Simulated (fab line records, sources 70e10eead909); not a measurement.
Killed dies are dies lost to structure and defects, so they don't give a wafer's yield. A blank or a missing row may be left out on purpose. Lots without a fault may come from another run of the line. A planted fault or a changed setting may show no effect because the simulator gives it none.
Chamber matching | flow nand_harc | NHARC_A_CHANNEL_HOLE_D2_DEP_01 on pecvd-01: 3 sister chambers
The step deposits SiON, target thk 140 nm. 16 wafers are shown with their chamber, then 8 later ones without.

WAFERS WITH THEIR CHAMBER
wafer  | chamber | heater_power_w (W)
L077.2 | 0       | 731
L077.5 | 2       | 704
L077.6 | 1       | 854
L080.2 | 0       | 671
L080.4 | 1       | 809
L080.5 | 2       | 786
L084.3 | 0       | 656
L084.4 | 0       | 648
L084.5 | 1       | 790
L086.1 | 1       | 845
L086.4 | 1       | 824
L086.5 | 1       | 838
L088.1 | 0       | 657
L088.2 | 2       | 785
L088.4 | 0       | 660
L089.1 | 2       | 796

SIGNATURES (means of the wafers above)
reading        | chamber 0 | chamber 1 | chamber 2 | scatter within a chamber
heater_power_w | 670.50    | 826.67    | 767.75    | 31.7
Rule: a wafer's distance from a chamber is the root of the sum, over the readings, of the square of ((its reading less the chamber's mean) divided by the reading's scatter). The wafer belongs to the nearest chamber; if the next one is less than 2 further off, it can't be placed. The scatter: the root of (the sum of the squares of (reading less its chamber's mean) over the shown wafers, divided by (wafers less chambers)).

WAFERS WITHOUT THEIR CHAMBER
wafer  | heater_power_w (W)
L089.4 | 685
L089.6 | 786
L091.1 | 706
L091.4 | 837
L091.6 | 680
L096.2 | 804
L096.4 | 845
L096.6 | 823

WHICH CHAMBER EACH WENT THROUGH
wafer  | from the rows above     | in truth
L089.4 | 0                       | 0
L089.6 | can't be placed: 2 or 1 | 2
L091.1 | can't be placed: 0 or 2 | 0
L091.4 | can't be placed: 1 or 2 | 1
L091.6 | 0                       | 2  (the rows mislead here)
L096.2 | can't be placed: 1 or 2 | 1
L096.4 | can't be placed: 1 or 2 | 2
L096.6 | can't be placed: 1 or 2 | 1
Placed correctly: 1 of 8. Can't be placed from these rows: 6 (the true chamber is among the candidates in 6). Placed wrongly: 1.
